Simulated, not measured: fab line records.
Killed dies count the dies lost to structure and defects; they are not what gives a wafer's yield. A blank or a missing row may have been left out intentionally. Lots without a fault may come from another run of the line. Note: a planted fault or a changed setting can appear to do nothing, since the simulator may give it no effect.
Which tool did it? :: flow nand_harc :: Sampling: 6 lots, 18 wafers, 5 of 1302 route steps

== WHAT THE GAUGES READ, wafer by wafer ==
NHARC_END_SORT_01.
lot: L541
measured: day 24 18:29
on: prober-02
killed_at_array: 59 54 53

lot: L545
measured: day 27 00:28
on: prober-02
killed_at_array: 63 61 65

lot: L553
measured: day 29 21:00
on: prober-02
killed_at_array: 674 677 671

lot: L557
measured: day 32 23:23
on: prober-01
killed_at_array: 30 43 41

lot: L559
measured: day 33 14:14
on: prober-02
killed_at_array: 29 44 48

lot: L563
measured: day 34 11:32
on: prober-02
killed_at_array: 54 41 46

== EACH LOT AND THE TOOL THAT RAN IT (in order: tool; ch and the chambers of the sampled wafers; start) ==
lot: L541
NHARC_A_STAIRCASE_ETCH_201: rie_diel-05 ch 0,2, day 16 11:30 or earlier
NHARC_A_STAIRCASE_ETCH_223: rie_diel-05 ch 0,1,2, day 16 11:30 or earlier
NHARC_A_STAIRCASE_ETCH_225: rie_diel-05 ch 1,3, day 16 11:30
NHARC_A_STAIRCASE_ETCH_230: rie_diel-13 ch 1,2,3, day 24 18:29 or earlier

lot: L545
NHARC_A_STAIRCASE_ETCH_201: rie_diel-13 ch 0,1, day 18 13:21 or earlier
NHARC_A_STAIRCASE_ETCH_223: rie_diel-13 ch 1,2, day 18 13:21 or earlier
NHARC_A_STAIRCASE_ETCH_225: rie_diel-13 ch 2,3, day 18 13:21
NHARC_A_STAIRCASE_ETCH_230: rie_diel-05 ch 0,1,2, day 27 00:28 or earlier

lot: L553
NHARC_A_STAIRCASE_ETCH_201: rie_diel-05 ch 1,2, day 21 14:56 or earlier
NHARC_A_STAIRCASE_ETCH_223: rie_diel-13 ch 0,2, day 21 14:56 or earlier
NHARC_A_STAIRCASE_ETCH_225: rie_diel-13 ch 1,3, day 21 14:56
NHARC_A_STAIRCASE_ETCH_230: rie_diel-01 ch 1,3, day 29 21:00 or earlier

lot: L557
NHARC_A_STAIRCASE_ETCH_201: rie_diel-01 ch 2,3, day 23 12:47 or earlier
NHARC_A_STAIRCASE_ETCH_223: rie_diel-05 ch 0,1, day 23 12:47 or earlier
NHARC_A_STAIRCASE_ETCH_225: rie_diel-05 ch 1,2,3, day 23 12:47
NHARC_A_STAIRCASE_ETCH_230: rie_diel-01 ch 0,1, day 32 23:23 or earlier

lot: L559
NHARC_A_STAIRCASE_ETCH_201: rie_diel-13 ch 0,2,3, day 24 19:04 or earlier
NHARC_A_STAIRCASE_ETCH_223: rie_diel-01 ch 0,1, day 24 19:04 or earlier
NHARC_A_STAIRCASE_ETCH_225: rie_diel-01 ch 0,1,3, day 24 19:04
NHARC_A_STAIRCASE_ETCH_230: rie_diel-01 ch 0,1,3, day 33 14:14 or earlier

lot: L563
NHARC_A_STAIRCASE_ETCH_201: rie_diel-05 ch 0,1,3, day 26 02:04 or earlier
NHARC_A_STAIRCASE_ETCH_223: rie_diel-13 ch 1,2, day 26 02:04 or earlier
NHARC_A_STAIRCASE_ETCH_225: rie_diel-13 ch 1,2, day 26 02:04
NHARC_A_STAIRCASE_ETCH_230: rie_diel-05 ch 0,1, day 34 11:32 or earlier
- NHARC_A_STAIRCASE_ETCH_201: etches the open film in C4F8/O2, target depth 100 nm, time 40.5 s.
- NHARC_A_STAIRCASE_ETCH_223: etches the open film in C4F8/O2, target depth 100 nm, time 40.5 s.
- NHARC_A_STAIRCASE_ETCH_225: etches the open film in C4F8/O2, target depth 100 nm, time 40.5 s.
- NHARC_A_STAIRCASE_ETCH_230: etches the open film in C4F8/O2, target depth 100 nm, time 40.5 s.

== THE ANSWER, worked out from the rows above alone ==
Rule: the usual values come from the lots themselves. The widest of any qualifying gaps counts: lots, ordered by their means at a reading, are off when they make up no more than a third of the lots, leave a main group of 4 or more, and stand apart from it by 3 or more times the standard deviation of that group's means. If all means in a main group match to the digits the tables above print for the reading, that group is not used. Also off: a lot with no number at a reading for which 4 or more lots have one. The other lots that the step has rows for count as sound.
Off, at NHARC_END_SORT_01 on killed_at_array: L553. Main group: mean 49, sd 9.3.
If a tool, at a process step before that reading, ran all the lots that are off and no sound lot after the first of them, it fits. Those tools and the gauges at NHARC_END_SORT_01 are tried in the same way. Because NHARC_A_STAIRCASE_ETCH_201 lacks a start for some lots, the hours and order of its lots are taken from NHARC_A_STAIRCASE_ETCH_225. Because NHARC_A_STAIRCASE_ETCH_223 lacks a start for some lots, the hours and order of its lots are taken from NHARC_A_STAIRCASE_ETCH_225. Because NHARC_A_STAIRCASE_ETCH_230 lacks a start for some lots, the hours and order of its lots are taken from NHARC_END_SORT_01. Not one of the candidates tried fits.

== WHAT THE SIMULATOR HAD PUT IN ==
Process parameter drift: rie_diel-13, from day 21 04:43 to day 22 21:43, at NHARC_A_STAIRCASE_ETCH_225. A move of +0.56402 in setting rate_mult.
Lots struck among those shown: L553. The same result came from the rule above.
